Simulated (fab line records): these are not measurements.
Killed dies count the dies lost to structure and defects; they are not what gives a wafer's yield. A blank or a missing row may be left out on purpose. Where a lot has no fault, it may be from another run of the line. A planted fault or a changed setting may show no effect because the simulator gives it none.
Comparing a struck lot with a sound one    flow n5_finfet    37 out of 1938 route steps
Sound: these wafers, L441.1, L441.3, L441.4. Wafers L430.2, L430.3, L430.5 were the ones struck. The cause is named last.
Order at every step that has rows: each side's tool, ch and its chambers, its first start. Under that, the readings that differ: sound wafers    struck wafers    difference of the means    sigmas: that difference in standard deviations of wafers without a fault.
alike: readings with means less than 2 such deviations apart, plus words and numbers identical on both sides. not compared: withheld readings, readings lacking a value on some wafer, bounds such as >300 that could conceal the same value, and numbers that have no deviation in the record and whose values overlap.
Wherever a step has rows on one side only, a row that says differs or no value, or a row with sigmas, the two part there. Non-overlapping numbers with no deviation appear without sigmas and do not part them. A reading that every wafer of one side lacks parts them only if that side has two wafers or more.

first, 9 steps without rows for these wafers: N5_BEOL_M4_ANNEAL_95 (time 240 s); N5_BEOL_M4_SPUTTER_96 (material Cu, target thk 4.5 nm, time 8.29 s); N5_BEOL_M4_ECD_50 (material Cu, target thk 300 nm); N5_BEOL_M4_ANNEAL_51 (time 90 s); N5_BEOL_M4_CMP_52 (polishes, stops on SiOC, t overpolish 6.8 s, target thk 40 nm); N5_BEOL_M4_PRE_CLEAN_60 (time 15 s); N5_BEOL_M4_CO_CAP_55 (material Co, precursor CCTBA/H2, target thk 2 nm, time 102.1 s); N5_BEOL_M4_PRE_CLEAN_56 (time 15 s); N5_BEOL_M4_DEP_57 (deposits SiCN from 3MS/NH3, target thk 8 nm, time 14 s).
N5_BEOL_M4_RC_MEAS_101:
  sound on prober-01 ch 0, day 15 08:09; struck on prober-01 ch 0, day 13 09:40
reading         sound              struck             difference  sigmas
IOFF_N (nA/um)  0.191 0.218 0.211  0.148 0.130 0.164  -0.059      -2
IOFF_P (nA/um)  0.28 0.29 0.30     0.16 0.15 0.18     -0.13       -4
ION_P (uA/um)   471 482 473        451 448 462        -22         -3
VT_P (mV)       -247 -244 -244     -256 -256 -256     -11         -3
  alike: DIBL_N, DIBL_P, ION_N, SS_N, SS_P, VT_N
then, 24 steps without rows for these wafers: N5_BEOL_M5_ILD_DEP_00 (deposits SiCOH lowk from DEMS/porogen, target thk 140.64 nm, time 25.9 s); N5_BEOL_M5_CURE_79 (cures SiCOH lowk, time 240 s); N5_BEOL_M5_PECVD_70 (deposits SiO2 from TEOS/O2, target thk 16 nm, time 18 s); N5_BEOL_M5_HM_DEP_02 (deposits TiN, target thk 20 nm); N5_BEOL_M5_COAT_59 (time 60 s, resist thk 60 nm); N5_BEOL_M5_COAT_60 (time 60 s, resist thk 12 nm); N5_BEOL_M5_COAT_71 (time 60 s, resist thk 5 nm); N5_BEOL_M5_COAT_05 (resist thk 30 nm); N5_BEOL_M5_EBR_07; N5_BEOL_M5_SOFTBAKE_06 (time 60 s); N5_BEOL_M5_EXPOSE_08 (exposes mask M5, target cd 28 nm); N5_BEOL_M5_PEB_09 (peb time 60 s); N5_BEOL_M5_DEVELOP_10 (develop time 30 s); N5_BEOL_M5_DESCUM_16 (chemistry O2, time 7 s); N5_BEOL_M5_ETCH_72 (etches underlayer in N2/H2, target depth 6.5 nm, time 5.2 s); N5_BEOL_M5_ETCH_61 (etches SiARC in CF4, target depth 15.6 nm, time 26 s); N5_BEOL_M5_ETCH_62 (etches SOC in N2/H2, target depth 75 nm, overetch 15 nm, time 112.5 s); N5_BEOL_M5_STRIP_63 (strips in N2/H2); N5_BEOL_M5_STRIP_73 (strips in N2/H2); N5_BEOL_M5_STRIP_64 (strips in CF4); N5_BEOL_M5_HM_OPEN_17 (chemistry Cl2/BCl3, target TiN, target depth 20 nm, overetch 6 nm); N5_BEOL_M5_STRIP_19 (strips in O2); N5_BEOL_M5_COAT_65 (time 60 s, resist thk 60 nm); N5_BEOL_M5_COAT_66 (time 60 s, resist thk 12 nm).
N5_BEOL_M6_SPUTTER_48: material Cu, target thk 10 nm, time 1.667 s.
  struck on pvd_sputter-03, day 14 08:15; sound on pvd_sputter-03, day 16 10:05
  no value came back on the struck wafers for any of 5 readings (bias_v (V), cathode_dc_power_W (W) and others); on the sound wafers bias_v (V) reads 60.7 60.1 59.7
N5_BEOL_M6_CMP_52: polishes, stops on SiCOH lowk, t overpolish 6.9 s, target thk 80 nm.
  sound on cmp-01 ch 0,2,3, day 16 10:58; struck on cmp-03 ch 0,1, day 14 08:52
reading                 sound     struck  difference  sigmas
time_to_endpoint_s (s)  64 60 62  0 0 0   -62         -17
  alike: motor_current_A
-- record jumps: 4 days separate the struck wafers' starts on either side; left off in module BEOL_M6, taken up again in module PASSIVATION, whose first shown step is the route's number 1936 --
N5_PASSIVATION_PROBE_49:
  record: rows for the struck wafers here (prober-01, day 17 23:05), none for the sound ones

## WHERE THEY PART
Earliest at N5_BEOL_M4_RC_MEAS_101; latest, in this record, at N5_PASSIVATION_PROBE_49.

WHY: the cause the simulator had injected
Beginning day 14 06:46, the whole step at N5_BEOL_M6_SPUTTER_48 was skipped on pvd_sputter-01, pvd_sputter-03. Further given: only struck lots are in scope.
